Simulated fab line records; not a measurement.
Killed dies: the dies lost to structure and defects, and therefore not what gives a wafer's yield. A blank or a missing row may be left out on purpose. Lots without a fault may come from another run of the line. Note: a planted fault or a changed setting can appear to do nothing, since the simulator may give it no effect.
Which of the tools did it? | flow nandHarc | 23 lots with 69 wafers sampled at 3 steps, on a route of 1302 steps

== WHAT THE GAUGES READ, wafer by wafer ==
NHARC_P_CONTACT_OVL_MEAS_13. Usual: overlayXNm 0.2 nm, standard deviation 0.69; overlayYNm -0.2 nm, standard deviation 0.88.
lot  | measured     | on         | overlayXNm (nm) | overlayYNm (nm) | flag
L074 | day 6 11:01  | overlay-02 | 2.1 1.9 2.1     | 0.4 0.7 0.6     | 
L075 | day 6 11:40  | overlay-02 | -0.1 0.0 0.4    | -0.6 -1.2 -1.0  | 
L076 | day 6 12:34  | overlay-01 | 0.2 0.8 0.4     | -0.4 -0.2 0.0   | 
L077 | day 7 02:57  | overlay-01 | -1.2 -1.0 -1.7  | 0.4 0.2 0.2     | 
L078 | day 7 13:14  | overlay-02 | 0.5 0.7 0.4     | -0.8 -1.6 -1.3  | 
L079 | day 8 03:56  | overlay-02 | -0.3 -0.2 0.1   | 0.8 0.9 1.6     | 
L080 | day 8 06:28  | overlay-01 | 0.2 0.1 0.3     | -0.7 -1.3 -0.5  | 
L081 | day 9 03:19  | overlay-02 | 0.8 0.0 0.0     | -1.5 -1.2 -1.5  | 
L082 | day 9 11:40  | overlay-01 | -0.1 0.6 0.6    | -0.7 -0.5 -0.6  | 
L084 | day 9 16:44  | overlay-02 | 0.1 -0.1 -0.2   | 1.0 0.4 0.7     | 
L083 | day 9 16:58  | overlay-01 | -0.3 0.4 0.5    | -1.2 -0.5 -0.7  | 
L085 | day 10 09:01 | overlay-02 | 0.8 0.2 0.8     | -0.4 -0.3 -0.5  | 
L086 | day 10 18:09 | overlay-01 | 1.3 1.0 0.5     | 0.7 -0.2 1.1    | 
L088 | day 11 21:11 | overlay-01 | -0.1 -0.3 -0.2  | -0.5 -0.8 -1.0  | 
L089 | day 11 22:14 | overlay-01 | 0.8 0.8 0.4     | 1.0 0.9 1.3     | 
L087 | day 11 23:33 | overlay-01 | -0.2 -0.3 0.3   | -1.2 -1.4 -1.1  | 
L091 | day 12 20:22 | overlay-01 | 0.5 0.4 0.4     | 0.2 -0.5 0.0    | 
L092 | day 13 08:40 | overlay-01 | 1.3 1.1 0.9     | 0.9 1.1 0.8     | 
L093 | day 13 14:37 | overlay-02 | -0.8 -0.3 -0.8  | -1.4 -1.6 -0.7  | 
L094 | day 14 03:16 | overlay-01 | 0.7 1.2 0.7     | 0.3 0.7 0.2     | 
L095 | day 14 17:53 | overlay-01 | -0.2 -0.5 -0.2  | 0.2 0.3 0.7     | 
L096 | day 14 23:10 | overlay-01 | -0.4 -0.4 -1.0  | 1.1 0.3 1.1     | 
L097 | day 15 07:33 | overlay-01 | 0.1 -0.3 -0.1   | 0.4 0.1 -0.4    | 

NHARC_P_CONTACT_CD_MEAS_19. Usual: cdNm at 89.1 nm, with a standard deviation of 1.6.
lot  | measured     | on       | cdNm (nm)      | flag
L074 | day 6 11:59  | cdSem-03 | 89.0 89.8 87.0 | 
L075 | day 6 12:38  | cdSem-03 | 88.0 89.1 89.0 | 
L076 | day 6 13:31  | cdSem-01 | 88.7 90.2 88.4 | 
L077 | day 7 03:55  | cdSem-03 | 89.2 89.5 89.5 | 
L078 | day 7 14:12  | cdSem-01 | 88.0 90.3 90.8 | 
L079 | day 8 04:55  | cdSem-01 | 87.7 86.8 89.3 | 
L080 | day 8 07:26  | cdSem-02 | 87.6 90.8 86.8 | 
L081 | day 9 04:17  | cdSem-02 | 86.6 88.7 84.5 | 
L082 | day 9 12:38  | cdSem-02 | 89.8 91.1 91.3 | 
L084 | day 9 17:42  | cdSem-02 | 89.6 90.8 89.2 | 
L083 | day 9 17:59  | cdSem-01 | 92.9 89.2 91.3 | 
L085 | day 10 10:00 | cdSem-03 | 89.2 87.9 88.0 | 
L086 | day 10 19:07 | cdSem-03 | 89.5 88.7 90.6 | 
L088 | day 11 22:10 | cdSem-02 | 88.5 90.5 91.0 | 
L089 | day 11 23:12 | cdSem-03 | 90.9 89.0 90.1 | 
L087 | day 12 00:34 | cdSem-02 | 88.2 87.9 87.2 | 
L091 | day 12 21:20 | cdSem-01 | 87.3 89.6 87.5 | 
L092 | day 13 09:46 | cdSem-01 | 88.6 90.3 89.6 | 
L093 | day 13 15:35 | cdSem-02 | 88.4 87.5 87.8 | 
L094 | day 14 04:14 | cdSem-01 | 92.4 89.0 89.0 | 
L095 | day 14 18:51 | cdSem-02 | 86.0 89.1 92.1 | 
L096 | day 15 00:08 | cdSem-01 | 89.9 85.8 90.7 | 
L097 | day 15 08:31 | cdSem-02 | 88.1 85.7 91.0 | 

== TOOL THAT RAN EACH LOT (tool first, then ch and the chambers of the sampled wafers, then the start) ==
lot  | NHARC_P_CONTACT_ETCH_36
L074 | rieDiel-13 ch 0,3, day 6 11:59 or earlier
L075 | rieDiel-09 ch 0,3, day 6 12:38 or earlier
L076 | rieDiel-09 ch 1,3, day 6 13:31 or earlier
L077 | rieDiel-13 ch 1,2,3, day 7 03:55 or earlier
L078 | rieDiel-02 ch 0,1,2, day 7 14:12 or earlier
L079 | rieDiel-02 ch 0,1,2, day 8 04:55 or earlier
L080 | rieDiel-02 ch 1,2,3, day 8 07:26 or earlier
L081 | rieDiel-13 ch 1,2,3, day 9 04:17 or earlier
L082 | rieDiel-09 ch 2,3, day 9 12:38 or earlier
L084 | rieDiel-02 ch 0,2, day 9 17:42 or earlier
L083 | rieDiel-09 ch 0,2,3, day 9 17:59 or earlier
L085 | rieDiel-13 ch 0,2,3, day 10 10:00 or earlier
L086 | rieDiel-09 ch 0,1, day 10 19:07 or earlier
L088 | rieDiel-09 ch 0,1,2, day 11 22:10 or earlier
L089 | rieDiel-02 ch 0,1,2, day 11 23:12 or earlier
L087 | rieDiel-09 ch 1,2,3, day 12 00:34 or earlier
L091 | rieDiel-09 ch 0,1,3, day 12 21:20 or earlier
L092 | rieDiel-09 ch 2,3, day 13 09:46 or earlier
L093 | rieDiel-09 ch 0,2,3, day 13 15:35 or earlier
L094 | rieDiel-09 ch 0,1,2, day 14 04:14 or earlier
L095 | rieDiel-09 ch 0,1,2, day 14 18:51 or earlier
L096 | rieDiel-09 ch 1,2,3, day 15 00:08 or earlier
L097 | rieDiel-09 ch 1,2, day 15 08:31 or earlier
- NHARC_P_CONTACT_ETCH_36: etches the open film in N2/H2, target depth 260 nm, time 406.25 s.

== AS READ BY THE TOOLS THEMSELVES (means over the sampled wafers that have a number; for cases with no such wafer, the mark the record gives instead) ==
NHARC_P_CONTACT_ETCH_36. Usual: drypumpMotorCurrentA 5.8 A (standard deviation 0.48); h2FlowSccm 150.1 sccm (standard deviation 0.46); oesProductAu 1.001 a.u. (standard deviation 0.0093); rfFwdPowerW 399.3 W (standard deviation 1.3); rfVppV 431.7 V (standard deviation 2.5); showerheadPlenumPTorr 2.08 Torr (standard deviation 0.085); throttleValvePct 14.170 % (standard deviation 0.0085).
lot  | tool       | drypumpMotorCurrentA (A) | h2FlowSccm (sccm) | oesProductAu (a.u.) | rfFwdPowerW (W) | rfVppV (V) | showerheadPlenumPTorr (Torr) | throttleValvePct (%) | flag
L074 | rieDiel-13 | 5.9                      | 150.0             | 1.017               | 399.1           | 428.6      | 1.98                         | 14.170               | 
L075 | rieDiel-09 | 6.1                      | 149.4             | 0.998               | 399.7           | 433.3      | 2.16                         | 14.177               | 
L076 | rieDiel-09 | 6.2                      | 149.8             | 1.009               | 399.4           | 432.2      | 2.08                         | 14.158               | 
L077 | rieDiel-13 | 5.2                      | 149.7             | 0.998               | 398.5           | 430.0      | 2.05                         | 14.172               | 
L078 | rieDiel-02 | 5.5                      | 150.3             | 0.999               | 398.8           | 432.5      | 2.13                         | 14.171               | 
L079 | rieDiel-02 | 5.5                      | 149.7             | 1.003               | 398.4           | 433.3      | 2.13                         | 14.170               | 
L080 | rieDiel-02 | 5.6                      | 150.0             | 1.008               | 398.7           | 432.8      | 2.11                         | 14.161               | 
L081 | rieDiel-13 | 5.2                      | 149.8             | 1.015               | 399.2           | 430.5      | 2.05                         | 14.169               | 
L082 | rieDiel-09 | 5.8                      | 150.0             | 0.999               | 397.5           | 430.2      | 2.05                         | 14.172               | 
L084 | rieDiel-02 | 5.6                      | 150.6             | 1.004               | 398.0           | 433.0      | 2.11                         | 14.174               | 
L083 | rieDiel-09 | 5.8                      | 149.8             | 0.996               | 399.9           | 432.2      | 2.09                         | 14.166               | 
L085 | rieDiel-13 | 5.7                      | 149.9             | 0.995               | 397.9           | 431.2      | 2.07                         | 14.182               | 
L086 | rieDiel-09 | 6.2                      | 150.2             | 1.000               | 398.4           | 434.0      | 2.15                         | 14.167               | 
L088 | rieDiel-09 | 5.8                      | 149.9             | 1.002               | 399.4           | 431.7      | 2.07                         | 14.167               | 
L089 | rieDiel-02 | 5.5                      | 150.3             | 1.001               | 398.8           | 433.8      | 2.13                         | 14.170               | 
L087 | rieDiel-09 | 5.8                      | 150.1             | 1.002               | 399.5           | 430.4      | 2.04                         | 14.169               | 
L091 | rieDiel-09 | 6.1                      | 150.0             | 0.999               | 400.2           | 433.3      | 2.11                         | 14.164               | 
L092 | rieDiel-09 | 5.4                      | 149.8             | 1.008               | 400.6           | 429.9      | 2.01                         | 14.172               | 
L093 | rieDiel-09 | 5.8                      | 150.4             | 1.005               | 400.3           | 431.7      | 2.09                         | 14.171               | 
L094 | rieDiel-09 | 5.8                      | 149.9             | 0.995               | 400.3           | 431.3      | 2.07                         | 14.171               | 
L095 | rieDiel-09 | 5.8                      | 150.3             | 1.004               | 399.7           | 431.1      | 2.07                         | 14.165               | 
L096 | rieDiel-09 | 5.8                      | 150.4             | 0.993               | 398.7           | 430.7      | 2.04                         | 14.164               | 
L097 | rieDiel-09 | 5.5                      | 150.0             | 0.996               | 398.9           | 430.0      | 2.00                         | 14.168               | 

== THE ANSWER, worked out from the rows above alone ==
Rule: a lot is off if the mean of its wafers that have a number lies more than 3 standard deviations from the usual mean. Also off: a lot with no number at a reading for which 4 or more lots have one. The other lots that the step has rows for count as sound. After the gauges, taken in route order, come the tools' own readings; for these a lot's mean is taken, as printed above. At the first step where some lot is off, the reading lying furthest off is the one used; lots without a number count as furthest.
No lot is off at any reading shown: from this, nothing can be told.

== WHAT WAS PUT IN BY THE SIMULATOR ==
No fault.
